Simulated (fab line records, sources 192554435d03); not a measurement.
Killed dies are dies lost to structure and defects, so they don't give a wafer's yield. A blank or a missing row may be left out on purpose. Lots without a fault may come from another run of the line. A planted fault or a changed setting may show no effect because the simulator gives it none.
fab line records | flow n5_finfet
record lots=10 wafers=28 last_day=16
route steps=1938 shown SD_EPI_P@312 SD_ACTIVATION@334 ILD0@341 BEOL_M4@1111 PASSIVATION@1936
lots that met no fault: from a run of the same line without faults
start_h: hours from the record's first day to the start of the lot's first wafer shown | wait_h: hours since the lot's step before | " the same as in the row above | L1.1+2: a row that stands for several wafers | - no value, or no start given | * or withheld: withheld | < > ~ a bound
route shown NAME@n: a module of which the file shows steps, and the number in the route of the first | usual: mean/standard deviation of fault-free wafers | same: alike in all rows | chamber/n: place in a boat | sites: the reading at each site | _std_site: their standard deviation | _edge_site: outer sites' mean less inner sites' | radius_mm: how far each site lies from the wafer's centre | mask NAME#n: copy n | behind: the tool/chamber that last shaped the wafer | hold: why the lot was held/for how many hours/how that ended | device: the transistor (n, p or np) that didn't switch | end of line: the same wafers' tests at the end of the route | a step without rows: its recipe alone | killed: dies lost to structure and defects at the first sort, not the wafer's yield | map: a wafer's dies, x killed, . not, _ none there
set.NAME: the setting as run; set.NAME@STEP: as run at that earlier step | model.NAME: the simulator's own value behind a step, which no gauge read
steps of the route over a sample of lots; a table a step, a row a wafer
services: from which hour (start_h, from the record's first day; less than 0 if before it) a tool's chamber was out of use, for how many hours, and why
## steps
# step N5_SD_EPI_P_ETCH_16
# recipe chemistry=CHF3/O2 target=SiO2 target_depth_a=50 mask_material=SOC pressure_mtorr=30 source_w=650 bias_w=170 Ar_flow_sccm=200 CHF3_flow_sccm=50 O2_flow_sccm=5 ion_energy_ev=200
# usual drypump_motor_current_A=5.9/0.54 oes_product_au=0.79/0.085 rf_vpp_V=521/16 showerhead_plenum_p_Torr=2.40/0.079 throttle_valve_pct=18.80/0.28
# columns lot.wafer tool chamber start_h wait_h drypump_motor_current_A oes_product_au rf_hours_counter_h rf_vpp_V showerhead_plenum_p_Torr throttle_valve_pct
L609.1 rie_diel-02 0 57.11 0.1 5.6 0.70 208 498 2.48 19.14
L609.3 " 1 " " 5.4 0.78 125 524 2.42 18.80
L609.5 " 0 " " 5.6 0.69 - 497 2.48 19.13
L610.2 rie_diel-04 3 61.20 0.1 6.7 0.85 94 525 2.32 18.52
L610.5 " 3 " " 6.6 0.86 - 526 2.32 18.52
L610.6 " 0 " " 6.1 0.76 - 560 2.51 18.93
L611.3 rie_diel-01 0 65.90 0.1 5.1 0.99 1 530 2.35 18.34
L611.4 " 1 " " 6.3 0.93 7 498 2.48 19.03
L613.4 rie_diel-02 2 79.18 0.1 6.2 0.67 244 506 2.28 19.06
L613.5 " 0 " " 5.6 0.70 - 496 2.48 19.14
L613.6 " 1 " " 5.4 0.76 - 522 2.42 18.80
L614.1 rie_diel-02 3 84.88 0.1 6.0 0.73 143 536 2.40 19.14
L614.5 " 0 " " 5.6 0.70 - 498 2.48 19.15
L615.2 rie_diel-02 1 88.79 0.1 5.4 0.78 137 524 2.42 18.79
L615.3 " 3 " " 6.0 0.73 144 535 2.40 19.14
L615.6 " 3 " " 6.0 0.73 - 535 2.40 19.14
L618.1 rie_diel-01 2 114.05 0.1 6.8 0.81 104 531 2.32 18.36
L618.3 " 0 " " 5.1 0.93 16 530 2.34 18.38
L618.4 " 3 " " 6.3 0.74 160 516 2.39 18.55
L626.2 rie_diel-04 1 158.31 0.1 5.0 0.89 27 514 2.46 18.85
L626.5 " 1 " " 5.0 0.89 - 514 2.46 18.85
L626.6 " 2 " " 5.7 0.74 - 529 2.30 18.67
L628.2 rie_diel-01 1 169.24 0.1 6.4 0.88 39 498 2.47 19.10
L628.3 " 0 " " 5.1 0.89 32 528 2.34 18.40
L628.6 " 0 " " 5.1 0.90 - 529 2.34 18.41
L630.2 rie_diel-04 2 183.55 0.1 5.7 0.73 169 528 2.30 18.70
L630.4 " 1 " " 5.0 0.88 34 515 2.46 18.87
L630.5 " 2 " " 5.7 0.73 - 529 2.30 18.66
# step N5_SD_EPI_P_PRECLEAN_51
# recipe chemistry=NF3:NH3 afs_cycles=1 temp_c=30 time_s=20 sublimation_temp_c=180 sublimation_time_s=60 pressure_torr=3 rf_power_w=30
# usual sublimation_temp_c=180.01/0.15
# columns lot.wafer tool chamber start_h wait_h sublimation_temp_c
L609.1 epi_rpcvd-02 0 57.52 0.0 180.19
L609.3 " 0 " " 179.96
L609.5 " 0 " " 180.22
L610.2 epi_rpcvd-04 0 61.60 0.1 179.91
L610.5 " 0 " " 180.12
L610.6 " 0 " " 179.85
L611.3 epi_rpcvd-04 0 66.36 0.1 180.01
L611.4 " 0 " " 180.14
L613.4 epi_rpcvd-04 0 79.68 0.1 179.94
L613.5 " 0 " " 180.01
L613.6 " 0 " " 179.87
L614.1 epi_rpcvd-02 0 85.32 0.0 179.92
L614.5 " 0 " " 179.97
L615.2 epi_rpcvd-03 0 89.19 0.1 180.11
L615.3 " 0 " " 180.17
L615.6 " 0 " " 180.22
L618.1 epi_rpcvd-03 0 114.42 0.0 180.18
L618.3 " 0 " " 180.08
L618.4 " 0 " " 180.15
L626.2 epi_rpcvd-04 0 158.72 0.1 180.10
L626.5 " 0 " " 179.89
L626.6 " 0 " " 180.00
L628.2 epi_rpcvd-04 0 169.65 0.1 179.98
L628.3 " 0 " " 179.97
L628.6 " 0 " " 180.12
L630.2 epi_rpcvd-03 0 183.95 0.1 179.68
L630.4 " 0 " " 179.94
L630.5 " 0 " " 179.85
# step N5_SD_EPI_P_INSPECT_26
# recipe inspect_instrument=darkfield mode=post_epi
# usual raw_defect_count=179/39
# columns lot.wafer tool chamber start_h wait_h raw_defect_count
L609.1 defect_inspect-02 - 60.25 0.0 196
L609.3 " - " " 224
L609.5 " - " " 213
L610.2 defect_inspect-01 - 64.43 0.0 138
L610.5 " - " " 187
L610.6 " - " " 138
L611.3 defect_inspect-02 - 69.03 0.0 240
L611.4 " - " " 177
L613.4 defect_inspect-02 - 82.44 0.0 246
L613.5 " - " " 214
L613.6 " - " " 277
L614.1 defect_inspect-01 - 88.05 0.0 89
L614.5 " - " " 141
L615.2 defect_inspect-01 - 91.89 0.0 150
L615.3 " - " " 125
L615.6 " - " " 177
L618.1 defect_inspect-01 - 117.17 0.0 162
L618.3 " - " " 166
L618.4 " - " " 129
L626.2 defect_inspect-02 - 161.42 0.0 726
L626.5 " - " " 819
L626.6 " - " " 811
L628.2 defect_inspect-02 - 172.46 0.0 849
L628.3 " - " " 771
L628.6 " - " " 811
L630.2 defect_inspect-02 - 186.66 0.0 158
L630.4 " - " " 172
L630.5 " - " " 253
# step N5_SD_ACTIVATION_INSPECT_02
# recipe inspect_instrument=darkfield mode=post_anneal
# usual raw_defect_count=176/36
# columns lot.wafer tool chamber start_h wait_h raw_defect_count
L609.1 defect_inspect-01 - 62.62 0.2 170
L609.3 " - " " 209
L609.5 " - " " 181
L610.2 defect_inspect-01 - 65.19 0.1 133
L610.5 " - " " 172
L610.6 " - " " 121
L611.3 defect_inspect-02 - 69.80 0.1 262
L611.4 " - " " 181
L613.4 defect_inspect-01 - 83.38 0.1 237
L613.5 " - " " 199
L613.6 " - " " 243
L614.1 defect_inspect-01 - 88.81 0.2 92
L614.5 " - " " 147
L615.2 defect_inspect-01 - 92.83 0.1 162
L615.3 " - " " 130
L615.6 " - " " 178
L618.1 defect_inspect-01 - 117.94 0.2 159
L618.3 " - " " 159
L618.4 " - " " 138
L626.2 defect_inspect-01 - 162.17 0.1 708
L626.5 " - " " 780
L626.6 " - " " 767
L628.2 defect_inspect-01 - 173.22 0.2 818
L628.3 " - " " 742
L628.6 " - " " 794
L630.2 defect_inspect-01 - 187.41 0.1 152
L630.4 " - " " 159
L630.5 " - " " 216
# step N5_ILD0_THK_MEAS_08
# usual thk_nm=139.0/1.4
# columns lot.wafer tool chamber start_h wait_h thk_nm
L609.1 film_metro-01 - 65.66 - 136.2
L609.3 " - " " 138.2
L609.5 " - " " 138.7
L610.2 film_metro-02 - 68.21 - 138.7
L610.5 " - " " 137.9
L610.6 " - " " 139.2
L611.3 film_metro-02 - 72.96 - 137.9
L611.4 " - " " 138.6
L613.4 film_metro-01 - 86.71 - 137.2
L613.5 " - " " 139.8
L613.6 " - " " 138.7
L614.1 film_metro-01 - 92.02 - 138.8
L614.5 " - " " 136.0
L615.2 film_metro-01 - 97.15 - 140.7
L615.3 " - " " 140.4
L615.6 " - " " 139.5
L618.1 film_metro-01 - 121.45 - 140.5
L618.3 " - " " 140.0
L618.4 " - " " 141.0
L626.2 film_metro-01 - 165.22 - 137.8
L626.5 " - " " 137.8
L626.6 " - " " 137.4
L628.2 film_metro-02 - 176.40 - 140.2
L628.3 " - " " 138.1
L628.6 " - " " 140.4
L630.2 film_metro-01 - 190.52 - 136.2
L630.4 " - " " 139.9
L630.5 " - " " 139.0
# step N5_ILD0_THK_MEAS_13
# usual thk_nm=17.9/1.3
# columns lot.wafer tool chamber start_h wait_h thk_nm
L609.1 film_metro-01 - 68.87 - 18.2
L609.3 " - " " 17.7
L609.5 " - " " 19.0
L610.2 film_metro-01 - 71.42 - 18.2
L610.5 " - " " 16.5
L610.6 " - " " 18.3
L611.3 film_metro-01 - 76.29 - 17.8
L611.4 " - " " 14.7
L613.4 film_metro-01 - 90.15 - 17.2
L613.5 " - " " 17.4
L613.6 " - " " 15.8
L614.1 film_metro-02 - 95.58 - 18.2
L614.5 " - " " 18.9
L615.2 film_metro-02 - 100.78 - 18.2
L615.3 " - " " 15.1
L615.6 " - " " 17.1
L618.1 film_metro-01 - 125.28 - 16.2
L618.3 " - " " 17.6
L618.4 " - " " 16.9
L626.2 film_metro-02 - 168.43 - 21.3
L626.5 " - " " 18.2
L626.6 " - " " 20.3
L628.2 film_metro-01 - 179.85 - 17.1
L628.3 " - " " 20.4
L628.6 " - " " 20.3
L630.2 film_metro-02 - 193.74 - 16.3
L630.4 " - " " 18.5
L630.5 " - " " 17.2
# step N5_BEOL_M4_RC_MEAS_101
# usual DIBL_N=36.9/2.1 DIBL_P=37.1/2.5 IOFF_N=0.17/0.039 IOFF_P=0.23/0.043 ION_N=673/15 ION_P=462/9.1 SS_N=71.8/0.69 SS_P=73.6/0.74 VT_N=250/3.6 VT_P=-249.7/2.9
# columns lot.wafer tool chamber start_h wait_h DIBL_N[mV/V] DIBL_P[mV/V] IOFF_N[nA/um] IOFF_P[nA/um] ION_N[uA/um] ION_P[uA/um] SS_N[mV/dec] SS_P[mV/dec] VT_N[mV] VT_P[mV]
L610.2 prober-02 0 177.83 0.2 35.1 37.0 0.16 0.24 691 474 71.2 74.0 251 -247.6
L610.5 " 0 " " 36.0 36.9 0.15 0.23 666 459 71.7 73.6 253 -248.0
L610.6 " 0 " " 34.3 35.4 0.14 0.20 674 464 71.2 73.3 249 -248.0
L611.3 prober-02 0 181.22 0.3 40.9 43.9 0.29 0.35 703 476 72.5 75.0 241 -245.6
L611.4 " 0 " " 39.4 41.2 0.23 0.29 682 461 72.1 74.2 245 -245.4
L609.1 prober-01 0 185.58 0.0 37.9 37.0 0.18 0.19 674 447 71.8 73.2 248 -249.9
L609.3 " 0 " " 39.5 40.3 0.22 0.23 687 456 71.9 74.3 247 -250.1
L609.5 " 0 " " 37.5 36.5 0.16 0.17 664 444 72.2 73.8 253 -252.8
L614.1 prober-01 0 195.75 0.0 38.2 38.3 0.17 0.27 664 468 71.4 73.9 247 -245.9
L614.5 " 0 " " 40.7 40.6 0.23 0.31 681 468 72.2 74.6 247 -244.4
L613.4 prober-02 0 197.94 0.5 35.4 35.1 0.14 0.20 662 456 71.9 74.4 255 -251.6
L613.5 " 0 " " 34.6 34.5 0.14 0.19 659 451 72.0 73.8 254 -250.6
L613.6 " 0 " " 37.6 37.6 0.18 0.22 683 469 72.3 74.3 251 -250.2
L615.2 prober-01 0 198.34 0.2 35.2 34.9 0.13 0.19 657 453 71.6 72.6 254 -252.9
L615.3 " 0 " " 38.6 38.4 0.20 0.26 673 462 71.9 73.9 250 -246.8
L615.6 " 0 " " 39.4 39.8 0.21 0.27 680 467 71.9 73.5 245 -245.6
L618.1 prober-01 0 224.72 0.0 43.2 41.7 0.28 0.34 689 465 73.0 75.6 243 -247.7
L618.3 " 0 " " 38.0 35.4 0.17 0.21 659 447 71.8 73.8 251 -252.2
L618.4 " 0 " " 35.8 34.8 0.14 0.21 682 467 70.4 73.4 250 -249.3
L626.2 prober-01 0 267.39 0.2 39.1 39.0 0.23 0.26 689 473 72.1 73.4 244 -245.7
L626.5 " 0 " " 35.9 36.4 0.16 0.21 673 457 71.3 73.0 250 -250.8
L626.6 " 0 " " 40.5 42.4 0.25 0.31 701 476 72.7 74.5 246 -247.9
L628.2 prober-01 0 284.13 0.2 40.9 43.4 0.28 0.34 707 486 74.2 75.1 243 -244.5
L628.3 " 0 " " 39.5 40.8 0.22 0.28 682 456 73.1 75.3 244 -247.6
L628.6 " 0 " " 39.0 40.5 0.22 0.28 679 463 72.7 74.5 246 -246.6
L630.2 prober-01 0 299.57 0.2 35.2 35.2 0.16 0.24 658 459 71.6 73.2 249 -246.8
L630.4 " 0 " " 33.2 32.6 0.13 0.19 666 464 71.5 72.3 252 -248.8
L630.5 " 0 " " 35.0 34.3 0.17 0.21 649 453 72.1 72.9 250 -248.8
# step N5_PASSIVATION_PROBE_49
# usual defect_limited_yield=91.3/1.4 killed_at_M0_to_M3=32/9.5 killed_at_M4_up=14/5.2 killed_at_contacts=13/5.7 killed_at_front_end=41/12 killed_at_other=3.5/2.6 killed_dies=103/17 killed_on_rim=14/4 killed_open=68/14 killed_short=32/7 sort_bin_4_leakage=0.01/0.051 sort_bin_5_function=5.0/0.91 sort_bin_6_memory=3.3/0.7 sort_bin_8_speed=0.03/0.22 sort_n_pass=1076/17 sort_yield_pct=91.2/1.4
# same gross_dies=1180 killed_at_back_side=0
# columns lot.wafer tool chamber start_h wait_h defect_limited_yield[%] killed_at_M0_to_M3 killed_at_M4_up killed_at_contacts killed_at_front_end killed_at_other killed_dies killed_on_rim killed_open killed_short sort_bin_4_leakage[%] sort_bin_5_function[%] sort_bin_6_memory[%] sort_bin_8_speed[%] sort_n_pass sort_yield_pct[%]
L626.2 prober-02 - 364.78 0.1 85.8 29 8 7 119 4 167 26 40 38 0 8.3 3.6 0 1013 85.8
L626.5 prober-02 - 364.93 0.2 85.5 29 9 18 114 1 171 26 59 27 0 8.6 3.5 0 1009 85.5
L626.6 prober-02 - 364.98 0.3 85.4 33 12 10 112 5 172 29 48 35 0 10.0 2.7 0 1008 85.4
L628.2 prober-01 - 389.95 0.1 83.1 30 21 14 127 7 199 35 72 34 0.08 10.4 4.5 0 980 83.1
L628.3 prober-01 - 390.00 0.1 83.1 31 24 17 126 2 200 28 72 34 0 10.3 4.2 0 980 83.1
L628.6 prober-01 - 390.15 0.3 83.5 37 18 9 127 4 195 33 68 40 0 10.4 4.2 0 985 83.5
# killed by level:class
L626.2 SD_EPI_P:unspecified=88 BEOL_M0_SAQP:geometric_particle:short=9 BEOL_M0_SAQP:geometric_particle:open=7 BEOL_M2:geometric_particle:short=6 STI_FIN_REVEAL:geometric_particle:open=5 GATE_CUT:geometric_particle:short=4 STI_FIN_REVEAL:geometric_particle:short=4 MOL_CONTACT_COAG:geometric_particle:open=4
L626.5 SD_EPI_P:unspecified=85 MOL_CONTACT_COAG:geometric_particle:open=15 BEOL_M0_SAQP:geometric_particle:open=13 BEOL_M0_SAQP:geometric_particle:short=7 FIN_SAQP:geometric_particle:short=5 FIN_SAQP:geometric_particle:open=4 STI_FIN_REVEAL:geometric_particle:open=4 STARTING-WAFER:geometric_particle:open=4
L626.6 SD_EPI_P:unspecified=87 BEOL_M0_SAQP:geometric_particle:open=9 BEOL_M2:geometric_particle:short=8 MOL_CONTACT_COAG:geometric_particle:open=7 BEOL_M4:geometric_particle:open=7 BEOL_M0_SAQP:geometric_particle:short=6 STI_FIN_REVEAL:geometric_particle:open=5 BEOL_M1:geometric_particle:open=5
L628.2 SD_EPI_P:unspecified=88 FIN_SAQP:geometric_particle:open=16 BEOL_M4:geometric_particle:open=12 MOL_CONTACT_COAG:geometric_particle:open=9 BEOL_M2:geometric_particle:open=9 BEOL_M0_SAQP:geometric_particle:open=8 FIN_SAQP:geometric_particle:short=7 GATE_CUT:geometric_particle:short=6
L628.3 SD_EPI_P:unspecified=84 MOL_CONTACT_COAG:geometric_particle:open=14 FIN_SAQP:geometric_particle:open=11 BEOL_M4:geometric_particle:open=10 BEOL_M0_SAQP:geometric_particle:open=8 FIN_SAQP:geometric_particle:short=7 STI_FIN_REVEAL:geometric_particle:open=7 BEOL_M0_SAQP:geometric_particle:short=7
L628.6 SD_EPI_P:unspecified=83 MOL_CONTACT_COAG:geometric_particle:open=9 BEOL_M2:geometric_particle:open=8 FIN_SAQP:geometric_particle:short=7 FIN_SAQP:geometric_particle:open=7 STI_FIN_REVEAL:geometric_particle:open=7 BEOL_M3:geometric_particle:open=7 BEOL_M4:geometric_particle:open=7
## services
# columns tool chamber start_h hours kind
rie_diel-01 - 38.35 2.0 repair
rie_diel-01 0 47.03 - clean
rie_diel-04 1 55.56 - clean
rie_diel-04 1 55.56 - consumable_replace:focus_ring
rie_diel-04 1 55.56 19.3 scheduled_down
rie_diel-04 1 55.56 19.3 vent_cycle
rie_diel-02 3 63.87 10.9 repair
rie_diel-02 3 75.88 2.6 repair
rie_diel-02 2 102.90 - clean
rie_diel-02 2 102.90 - consumable_replace:focus_ring
rie_diel-02 2 102.90 - consumable_replace:showerhead
rie_diel-02 2 102.90 25.0 scheduled_down
rie_diel-02 2 102.90 25.0 vent_cycle
rie_diel-04 2 114.20 1.9 repair
epi_rpcvd-02 - 115.82 8.1 pm
epi_rpcvd-04 - 129.78 2.8 pm
rie_diel-04 - 131.63 0.8 repair
rie_diel-04 0 132.51 11.9 repair
rie_diel-02 1 156.55 15.9 repair
rie_diel-01 3 165.35 3.0 repair
rie_diel-02 0 172.64 - clean
rie_diel-02 0 172.64 - consumable_replace:focus_ring
rie_diel-02 0 172.64 14.3 scheduled_down
rie_diel-02 0 172.64 14.3 vent_cycle
## key
first_sign step=N5_SD_EPI_P_INSPECT_26 reading=raw_defect_count direction=up sigmas=16 usual=179 struck=798
effect step=N5_SD_ACTIVATION_INSPECT_02 reading=raw_defect_count direction=up sigmas=16 usual=176 struck=768
effect step=N5_PASSIVATION_PROBE_49 reading=killed_at_front_end direction=up sigmas=6.6 usual=41 struck=121
more_kills_born_at N5_SD_EPI_P_PRECLEAN_51@epi_rpcvd-04=515
met_at N5_SD_EPI_P_PRECLEAN_51
struck_lots L626,L628
not_acting_at N5_SD_EPI_P_ETCH_16,N5_ILD0_THK_MEAS_08,N5_ILD0_THK_MEAS_13
onset_between 79.68 158.72
fault kind=chamber_particle_source tool=epi_rpcvd-04 chamber=- onset_h=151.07 steps=N5_SD_EPI_P_PRECLEAN_51 rate_per_visit_cm2=0.92365 end_h=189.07
